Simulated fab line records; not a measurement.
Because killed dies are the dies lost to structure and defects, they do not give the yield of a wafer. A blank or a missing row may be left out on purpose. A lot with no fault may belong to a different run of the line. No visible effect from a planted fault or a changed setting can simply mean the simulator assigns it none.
What tool caused it? ; flow n5_finfet ; at 1 step of a route of 1938, 22 lots with 66 wafers sampled

== WHAT THE GAUGES READ, wafer by wafer ==
N5_BEOL_M4_OVL_MEAS_12.
lot;measured;on;M4_OVL (nm)
L074;day 7 10:49;overlay-01;0.4 0.4 -0.9
L075;day 7 20:52;overlay-01;-0.5 0.2 0.3
L077;day 8 15:07;overlay-01;1.1 0.8 0.2
L079;day 8 19:54;overlay-01;1.0 1.7 -0.2
L080;day 9 00:48;overlay-01;0.4 0.1 -0.5
L078;day 9 04:16;overlay-02;-0.3 -0.9 -0.7
L081;day 9 12:27;overlay-02;-0.4 -1.1 -0.5
L082;day 9 13:12;overlay-01;0.8 0.8 0.9
L085;day 10 05:37;overlay-01;0.5 0.3 -0.1
L084;day 10 12:36;overlay-02;1.3 0.3 -1.7
L083;day 10 16:58;overlay-02;1.0 0.5 0.2
L087;day 10 18:46;overlay-01;0.0 -0.8 0.3
L086;day 10 21:22;overlay-02;0.1 -0.6 0.3
L088;day 11 08:02;overlay-02;0.3 0.0 -0.2
L090;day 11 09:04;overlay-01;-0.7 0.0 -0.2
L091;day 12 01:21;overlay-02;-0.1 -1.5 -1.2
L092;day 12 04:47;overlay-01;-0.7 -1.6 -0.4
L093;day 12 05:19;overlay-01;0.5 0.8 -0.5
L094;day 12 14:34;overlay-02;-0.1 0.3 -1.1
L095;day 13 01:21;overlay-01;0.0 -0.7 -1.2
L096;day 13 15:43;overlay-02;0.7 0.5 0.1
L097;day 13 16:56;overlay-02;1.0 0.2 0.2

== WHICH TOOL RAN EACH LOT (tool, then ch and the chambers of the sampled wafers, then the start) ==
Before these readings, the record contains no process step.

== AS READ BY THE TOOLS THEMSELVES (means over the sampled wafers that have a number; for cases with no such wafer, the mark the record gives instead) ==
The record holds no such reading with a usual standard deviation.

== THE ANSWER, worked out from the rows above alone ==
Rule: usual is defined by the lots themselves. Put in order of their means at a reading, lots are off if they are a third of the lots or fewer, leave a main group of 4 or more, and stand apart from it by a gap of 3 or more times the standard deviation of the main group's means; of several such gaps the widest counts. A main group is skipped when, at the precision printed for the reading in the tables above, its means are all equal. A lot without any number at a reading at which 4 lots or more have one is off too. Where the step has rows for the other lots, those lots are counted as sound. After the gauges, taken in route order, come the tools' own readings; for these a lot's mean is taken, as printed above. The first step at which some lot is off is used, and at that step the reading that is off furthest; a lot without a number counts as furthest.
No lot is off at any reading shown: from this, nothing can be told.

== WHAT THE SIMULATOR HAD PUT IN ==
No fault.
